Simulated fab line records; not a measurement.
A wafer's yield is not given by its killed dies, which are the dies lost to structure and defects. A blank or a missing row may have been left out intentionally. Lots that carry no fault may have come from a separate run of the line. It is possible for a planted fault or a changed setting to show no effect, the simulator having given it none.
Comparing a struck lot with a sound one ; flow n5-finfet ; 15 steps out of a route of 1938
Sound: the wafers L590.2, L590.3, L590.4. Struck: wafers L579.3, L579.4, L579.5. Last of all comes the cause.
Per side, at each step with rows, come the tool, then ch with its chambers, and then its first start. Under that, the readings that differ: sound wafers ; struck wafers ; difference of the means ; sigmas: that difference in standard deviations of wafers without a fault.
alike: readings with means less than 2 such deviations apart, plus words and numbers identical on both sides. not compared: withheld readings, readings lacking a value on some wafer, bounds such as >300 that could conceal the same value, and numbers that have no deviation in the record and whose values overlap.
Wherever a step has rows on one side only, a row that says differs or no value, or a row with sigmas, the two part there. Numbers that don't overlap but have no deviation are shown without sigmas and don't part them. Lack of a reading on every wafer of one side parts them only where that side has two or more wafers.

first, 1 step without rows for these wafers: N5_BEOL_M7_DEVELOP_10 (develop time 30 s).
N5_BEOL_M7_CD_MEAS_11: the cd target is 38.5 nm.
  sound on cd-sem-03 ch 0, day 13 16:17; struck on cd-sem-01 ch 0, day 10 15:23
  alike: cd-nm
N5_BEOL_M7_OVL_MEAS_12:
  sound on overlay-02 ch 0, day 13 16:19; struck on overlay-01 ch 0, day 10 15:25
  alike: M7_OVL
N5_BEOL_M7_INSPECT_13: inspects for defects (brightfield).
  sound on defect-inspect-01 at day 13 16:20; struck on defect-inspect-02 at day 10 15:26
  alike: raw-defect-count
N5_BEOL_M7_DESCUM_16: chemistry O2, time 7.9 s.
  sound on rie-diel-06 ch 0,2,3, day 13 16:32; struck on rie-diel-05 ch 0,1, day 10 15:34
  alike: drypump-motor-current-A, o2-flow-sccm, oes-product-au, rf-vpp-V, showerhead-plenum-p-Torr, throttle-valve-pct
  not compared: rf-hours-counter-h
then, 1 step without rows for these wafers: N5_BEOL_M7_ETCH_61 (etches SiARC in CF4, target depth 45.5 nm, time 75.8 s).
N5_BEOL_M7_ETCH_62: etches SOC in N2/H2, target depth 110 nm, overetch 22 nm, time 165 s.
  sound on rie-diel-06 ch 0,2,3, day 13 16:37; struck on rie-diel-05 ch 0,1, day 10 15:39
  alike: drypump-motor-current-A, oes-product-au, rf-vpp-V, showerhead-plenum-p-Torr, throttle-valve-pct
  not compared: rf-hours-counter-h
then, 1 step without rows for these wafers: N5_BEOL_M7_STRIP_68 (strips in N2/H2).
N5_BEOL_M7_STRIP_67: strips in CF4.
  sound on rie-diel-06 ch 0,2,3, day 13 16:46; struck on rie-diel-05 ch 0,1, day 10 15:48
  alike: drypump-motor-current-A, oes-product-au, rf-vpp-V, showerhead-plenum-p-Torr, throttle-valve-pct
  not compared: rf-hours-counter-h
N5_BEOL_M7_HM_OPEN_17: chemistry Cl2/BCl3, target TiN, target depth 20 nm, overetch 6 nm.
  sound on rie-metal-03 ch 0,1, day 13 16:49; struck on rie-metal-03 ch 0,1, day 10 15:52
  alike: drypump-motor-current-A, mfc-ar-sccm, oes-product-au, throttle-valve-pct
  not compared: rf-hours-counter-h
N5_BEOL_M7_STRIP_19: strips in O2.
  sound on rie-diel-05 ch 1,2,3, day 13 16:57; struck on rie-diel-05 ch 0,3, day 10 15:57
  alike: drypump-motor-current-A, o2-flow-sccm, oes-product-au, rf-vpp-V, showerhead-plenum-p-Torr, throttle-valve-pct
  not compared: rf-hours-counter-h
N5_BEOL_M7_CD_MEAS_18: pitch 80 nm, target cd 40 nm.
  sound on cd-sem-02 at day 13 17:01; struck on cd-sem-02 at day 10 16:01
  alike: cd-nm
N5_BEOL_M7_COAT_63: time 60 s, resist thk 60 nm.
  sound on litho-track-01 ch 0, day 13 17:03; struck on litho-track-01 ch 0, day 10 17:14
reading;sound;struck;difference;sigmas
heater-power-total-W (W);502.8 497.6 497.9;524.1 517.3 519.7;+20.9;+12
plate-temp-C (C);249.98 249.71 249.83;257.87 258.13 258.10;+8.19;+46
then, 2 steps without rows for these wafers: N5_BEOL_M7_COAT_64 (time 60 s, resist thk 12 nm); N5_PASSIVATION_PROBE_49.

== WHERE THEY PART ==
At N5_BEOL_M7_COAT_63 and nowhere else, as far as this record goes.

WHY: whatever the simulator had introduced
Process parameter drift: litho-track-01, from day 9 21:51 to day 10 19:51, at N5_BEOL_M7_COAT_63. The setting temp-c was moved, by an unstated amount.
